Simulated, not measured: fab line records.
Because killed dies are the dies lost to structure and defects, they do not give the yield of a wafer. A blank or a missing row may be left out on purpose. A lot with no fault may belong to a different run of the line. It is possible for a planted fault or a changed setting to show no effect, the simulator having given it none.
Matching of chambers / flow n5 finfet / rie diel-02 running N5_BEOL_M1_ETCHBACK_99: 4 sister chambers
The step etches SiO2 in CHF3, target depth 5 nm, time 10.4 s. 18 wafers are shown with their chamber, then 9 later ones without.

WAFERS, EACH WITH ITS CHAMBER
wafer=L074.1; chamber=1; showerhead plenum p Torr (Torr)=2.21; throttle valve pct (%)=16.80; drypump motor current A (A)=6.4
wafer=L074.3; chamber=3; showerhead plenum p Torr (Torr)=2.09; throttle valve pct (%)=17.36; drypump motor current A (A)=5.8
wafer=L074.5; chamber=3; showerhead plenum p Torr (Torr)=2.09; throttle valve pct (%)=17.36; drypump motor current A (A)=5.8
wafer=L075.2; chamber=2; showerhead plenum p Torr (Torr)=2.25; throttle valve pct (%)=17.16; drypump motor current A (A)=6.0
wafer=L075.3; chamber=0; showerhead plenum p Torr (Torr)=2.12; throttle valve pct (%)=16.89; drypump motor current A (A)=5.7
wafer=L075.6; chamber=0; showerhead plenum p Torr (Torr)=2.12; throttle valve pct (%)=16.90; drypump motor current A (A)=5.6
wafer=L076.1; chamber=1; showerhead plenum p Torr (Torr)=2.21; throttle valve pct (%)=16.81; drypump motor current A (A)=6.3
wafer=L076.2; chamber=2; showerhead plenum p Torr (Torr)=2.25; throttle valve pct (%)=17.14; drypump motor current A (A)=6.0
wafer=L076.4; chamber=3; showerhead plenum p Torr (Torr)=2.09; throttle valve pct (%)=17.36; drypump motor current A (A)=5.8
wafer=L083.3; chamber=0; showerhead plenum p Torr (Torr)=2.12; throttle valve pct (%)=16.92; drypump motor current A (A)=5.6
wafer=L083.4; chamber=1; showerhead plenum p Torr (Torr)=2.21; throttle valve pct (%)=16.83; drypump motor current A (A)=6.3
wafer=L083.5; chamber=2; showerhead plenum p Torr (Torr)=2.24; throttle valve pct (%)=17.17; drypump motor current A (A)=6.0
wafer=L084.2; chamber=1; showerhead plenum p Torr (Torr)=2.21; throttle valve pct (%)=16.83; drypump motor current A (A)=6.3
wafer=L084.4; chamber=0; showerhead plenum p Torr (Torr)=2.12; throttle valve pct (%)=16.91; drypump motor current A (A)=5.6
wafer=L084.5; chamber=1; showerhead plenum p Torr (Torr)=2.21; throttle valve pct (%)=16.84; drypump motor current A (A)=6.3
wafer=L088.1; chamber=2; showerhead plenum p Torr (Torr)=2.24; throttle valve pct (%)=17.19; drypump motor current A (A)=6.1
wafer=L088.2; chamber=3; showerhead plenum p Torr (Torr)=2.08; throttle valve pct (%)=17.40; drypump motor current A (A)=5.8
wafer=L088.4; chamber=1; showerhead plenum p Torr (Torr)=2.20; throttle valve pct (%)=16.84; drypump motor current A (A)=6.4

SIGNATURES (averages over the wafers above)
reading=showerhead plenum p Torr; chamber 0=2.1200; chamber 1=2.2083; chamber 2=2.2450; chamber 3=2.0875; scatter within a chamber=0.0043
reading=throttle valve pct; chamber 0=16.9050; chamber 1=16.8250; chamber 2=17.1650; chamber 3=17.3700; scatter within a chamber=0.0176
reading=drypump motor current A; chamber 0=5.625; chamber 1=6.333; chamber 2=6.025; chamber 3=5.800; scatter within a chamber=0.045
Rule: distance of a wafer from a chamber = root of the sum over the readings of ((wafer's reading minus chamber's mean) / reading's scatter) squared. If the next closest chamber is less than 2 further off than the closest, the wafer can't be placed; otherwise it belongs to the closest. The scatter is the square root of a quotient: the sum, over the shown wafers, of each reading's squared deviation from its chamber's mean, divided by wafers minus chambers.

WAFERS WITH NO CHAMBER GIVEN
wafer=L094.1; showerhead plenum p Torr (Torr)=2.23; throttle valve pct (%)=17.22; drypump motor current A (A)=6.0
wafer=L094.2; showerhead plenum p Torr (Torr)=2.20; throttle valve pct (%)=16.86; drypump motor current A (A)=6.3
wafer=L094.3; showerhead plenum p Torr (Torr)=2.11; throttle valve pct (%)=16.97; drypump motor current A (A)=5.6
wafer=L093.3; showerhead plenum p Torr (Torr)=2.20; throttle valve pct (%)=16.86; drypump motor current A (A)=6.3
wafer=L093.4; showerhead plenum p Torr (Torr)=2.11; throttle valve pct (%)=16.97; drypump motor current A (A)=5.6
wafer=L093.5; showerhead plenum p Torr (Torr)=2.07; throttle valve pct (%)=17.43; drypump motor current A (A)=5.8
wafer=L096.2; showerhead plenum p Torr (Torr)=2.23; throttle valve pct (%)=17.23; drypump motor current A (A)=6.0
wafer=L096.3; showerhead plenum p Torr (Torr)=2.20; throttle valve pct (%)=16.88; drypump motor current A (A)=6.3
wafer=L096.6; showerhead plenum p Torr (Torr)=2.10; throttle valve pct (%)=16.97; drypump motor current A (A)=5.6

THE CHAMBER EACH PASSED THROUGH
wafer=L094.1; from the rows above=2; in truth=2
wafer=L094.2; from the rows above=1; in truth=1
wafer=L094.3; from the rows above=0; in truth=0
wafer=L093.3; from the rows above=1; in truth=1
wafer=L093.4; from the rows above=0; in truth=0
wafer=L093.5; from the rows above=3; in truth=3
wafer=L096.2; from the rows above=2; in truth=2
wafer=L096.3; from the rows above=1; in truth=1
wafer=L096.6; from the rows above=0; in truth=0
9 of 9 placed correctly. From these rows, 0 cannot be placed. Number placed wrongly: 0.
